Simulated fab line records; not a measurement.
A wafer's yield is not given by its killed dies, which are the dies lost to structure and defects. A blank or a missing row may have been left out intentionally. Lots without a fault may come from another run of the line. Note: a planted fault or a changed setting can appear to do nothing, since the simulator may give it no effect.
Chamber matching    flow n5_finfet    N5_BEOL_M10_ETCH_61 on rie_diel-05 has 4 sister chambers
The step etches SiARC in CF4, target depth 39 nm, time 65 s. 18 wafers are shown with their chamber, then 9 later ones without.

WAFERS PAIRED WITH THEIR CHAMBERS
wafer   chamber  drypump_motor_current_A (A)  throttle_valve_pct (%)  showerhead_plenum_p_Torr (Torr)
L074.2  1        6.5                          15.33                   2.11
L074.5  2        5.6                          15.86                   2.21
L074.6  1        6.5                          15.34                   2.11
L076.1  1        6.5                          15.35                   2.10
L076.2  3        6.2                          15.21                   2.28
L076.5  0        5.6                          15.54                   2.20
L078.1  3        6.2                          15.22                   2.28
L078.4  3        6.2                          15.20                   2.28
L078.6  0        5.6                          15.54                   2.20
L082.1  3        6.2                          15.22                   2.28
L082.5  3        6.2                          15.22                   2.28
L082.6  2        5.6                          15.88                   2.21
L079.2  2        5.5                          15.88                   2.20
L079.3  3        6.2                          15.21                   2.28
L079.4  1        6.5                          15.38                   2.10
L083.1  2        5.5                          15.88                   2.20
L083.3  3        6.2                          15.23                   2.28
L083.4  0        5.6                          15.57                   2.19

SIGNATURES (means of the wafers above)
reading                   chamber 0  chamber 1  chamber 2  chamber 3  scatter within a chamber
drypump_motor_current_A   5.600      6.500      5.550      6.200      0.0267
throttle_valve_pct        15.5500    15.3500    15.8750    15.2157    0.0143
showerhead_plenum_p_Torr  2.1967     2.1050     2.2050     2.2800     0.00436
Rule: for a wafer and a chamber, the distance is found by dividing, reading by reading, the gap between the wafer's reading and the chamber's mean by the reading's scatter, squaring, summing and taking the root. The wafer belongs to the nearest chamber; if the next one is less than 2 further off, it can't be placed. The scatter is the square root of a quotient: the sum, over the shown wafers, of each reading's squared deviation from its chamber's mean, divided by wafers minus chambers.

WAFERS MISSING THEIR CHAMBER
wafer   drypump_motor_current_A (A)  throttle_valve_pct (%)  showerhead_plenum_p_Torr (Torr)
L094.1  5.6                          15.62                   2.18
L094.2  6.2                          15.28                   2.27
L094.3  6.5                          14.91                   2.09
L094.4  5.6                          15.63                   2.18
L094.5  6.2                          15.29                   2.27
L094.6  6.5                          14.91                   2.09
L096.2  6.5                          14.93                   2.09
L096.4  5.6                          15.63                   2.18
L096.6  5.6                          15.42                   2.19

WHICH CHAMBER EACH ONE RAN IN
wafer    from the rows above   in truth
L094.1   0                     0
L094.2   3                     3
L094.3   1                     1
L094.4   0                     0
L094.5   3                     3
L094.6   1                     1
L096.2   1                     1
L096.4   0                     0
L096.6   0                     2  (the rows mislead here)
Correctly placed: 8 of 9. Left unplaced by these rows: 0. Wrongly placed: 1.
